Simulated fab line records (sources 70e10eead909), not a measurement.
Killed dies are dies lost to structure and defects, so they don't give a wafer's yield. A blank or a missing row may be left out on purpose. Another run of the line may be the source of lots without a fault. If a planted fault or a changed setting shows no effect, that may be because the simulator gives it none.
Matching of chambers || flow nand harc || NHARC_A_STAIRCASE_TRIM_220 on rie diel-12 has 4 sister chambers
The step chemistry O2, time 211.2 s. 4 wafers are shown with their chamber, then 7 later ones without.

## WAFERS WITH THEIR CHAMBER
{"wafer": "L084.5", "chamber": 3, "drypump motor current A (A)": 6.3}
{"wafer": "L095.5", "chamber": 0, "drypump motor current A (A)": 5.0}
{"wafer": "L094.2", "chamber": 2, "drypump motor current A (A)": 6.5}
{"wafer": "L094.5", "chamber": 1, "drypump motor current A (A)": 4.8}

## WAFERS WHOSE CHAMBER IS MISSING
{"wafer": "L094.6", "drypump motor current A (A)": 5.0}
{"wafer": "L093.1", "drypump motor current A (A)": 6.3}
{"wafer": "L093.5", "drypump motor current A (A)": 5.0}
{"wafer": "L093.6", "drypump motor current A (A)": 4.8}
{"wafer": "L097.1", "drypump motor current A (A)": 4.8}
{"wafer": "L097.2", "drypump motor current A (A)": 6.5}
{"wafer": "L097.6", "drypump motor current A (A)": 6.4}

## WHICH CHAMBER EACH ONE RAN IN
{"wafer": "L094.6", "from the rows above": 0, "in truth": 0}
{"wafer": "L093.1", "from the rows above": 3, "in truth": 3}
{"wafer": "L093.5", "from the rows above": 0, "in truth": 0}
{"wafer": "L093.6", "from the rows above": 1, "in truth": 1}
{"wafer": "L097.1", "from the rows above": 1, "in truth": 1}
{"wafer": "L097.2", "from the rows above": 2, "in truth": 2}
{"wafer": "L097.6", "from the rows above": "can't be placed: 2 or 3", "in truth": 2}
Correctly placed: 6 of 7. Not placeable from these rows: 1 (in 1, the candidates include the true chamber). Wrongly placed: 0.
How it was worked out, from the rows above alone: a wafer's distance from a chamber is the root of the sum, over the readings, of the square of ((its reading less the chamber's mean) divided by the reading's scatter). If the next closest chamber is less than 2 further off than the closest, the wafer can't be placed; otherwise it belongs to the closest. For every chamber, the mean is computed from those of its wafers that are shown. The scatter: root of mean squared gap, hidden wafer to nearest shown wafer, with one shown wafer a chamber.
